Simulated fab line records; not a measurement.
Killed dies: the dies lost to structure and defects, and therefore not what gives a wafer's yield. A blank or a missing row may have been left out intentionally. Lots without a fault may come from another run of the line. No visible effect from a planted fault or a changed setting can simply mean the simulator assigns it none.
Problem report in the 8D (eight disciplines) form, filled by code    flow nand_harc    the parts of the form that need people (team, actions taken, sign-off) are left out

## 1. WHAT IS WRONG
At NHARC_END_SORT_01, killed_at_periphery averages 662.0 over 2 wafers from 2 lots, while fault-free wafers read 2.8, standard deviation 2.3. So: +99 or more standard deviations from the usual mean.
First observed at day 24 03:31: wafer L171.6, on prober-02. At this step, 6 wafers from 2 lots have a number in the record. Rule for "out" (also "out of limits"): further than 4 standard deviations from the usual mean. The other wafers with a number count as sound.

## 2. WHAT THIS IS AND IS NOT
question                     is                                is not
which readings at this step  killed_at_periphery, killed_dies  killed_at_array, killed_at_other, killed_short
which lots                   L171, L174                        -
which wafers of those lots   L171.6, L174.6                    L171.3, L171.4, L174.1, L174.4
read on which gauges         prober-02                         -
when                         from day 24 03:31                 up to then (2 sound wafers); but 2 sound wafers of L174 came after

## 3. SUSPECTS, AND WHAT RULES EACH OUT
Counting: a tool at a process step up to the reading stays a suspect if it ran every lot that is out. Sound lots after the first of them don't rule it out here, since some wafers of a struck lot are sound.
- the gauge at NHARC_END_SORT_01: kept. All the wafers that are out were read on prober-02, and no step on other tools shows them out.
- litho_track-03 at NHARC_P_GATE_DEVELOP_45 (time 70 s): kept. It ran every lot that is out, first L171 (day 9 09:00).
- rtp_anneal-01 at NHARC_A_BONDPAD_ANNEAL_28 (time 90 s): kept. It ran every lot that is out, first L171 (day 22 16:35).
- cmp-04 at NHARC_THIN_TSV_CMP_01 (polishes): kept. It ran every lot that is out, first L171 (day 23 04:37).
Left after counting: litho_track-03 at NHARC_P_GATE_DEVELOP_45, rtp_anneal-01 at NHARC_A_BONDPAD_ANNEAL_28, cmp-04 at NHARC_THIN_TSV_CMP_01, prober-02 at NHARC_END_SORT_01.

## 4. THE CAUSE (what the simulator had put in)
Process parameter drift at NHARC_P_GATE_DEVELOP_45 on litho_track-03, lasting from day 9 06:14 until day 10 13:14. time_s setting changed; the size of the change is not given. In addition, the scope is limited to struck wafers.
Counting left 4 suspects, and this tool is among them.

## 5. THE CHAIN OF EFFECTS, in route order
Each row: a reading whose mean over the struck wafers that have a number lies more than 3 standard deviations from the usual. Only readings whose record carries a usual standard deviation are examined. hours: median over the lots of the time between each lot's start at the first step of this table that gives one and its start at this step. sigmas: the change, counted in usual standard deviations.
hours  step               reading              usual  on struck wafers  change  sigmas
0      NHARC_END_SORT_01  killed_at_periphery  2.8    662.0             +659.2  +99 or more
0      NHARC_END_SORT_01  killed_dies          31     677               +646    +59

## 6. WHAT WOULD HAVE CAUGHT IT SOONER
Counted from the fault's start at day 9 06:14, it took 357 hours until the first out-of-limits reading at a measuring or inspecting step in this record, taken at day 24 03:31.
Each of the lots that are out, 2 in all, had begun NHARC_P_GATE_DEVELOP_45 on litho_track-03 no later than day 24 03:31. Had the tool been put on hold then, not one of them would have been saved.
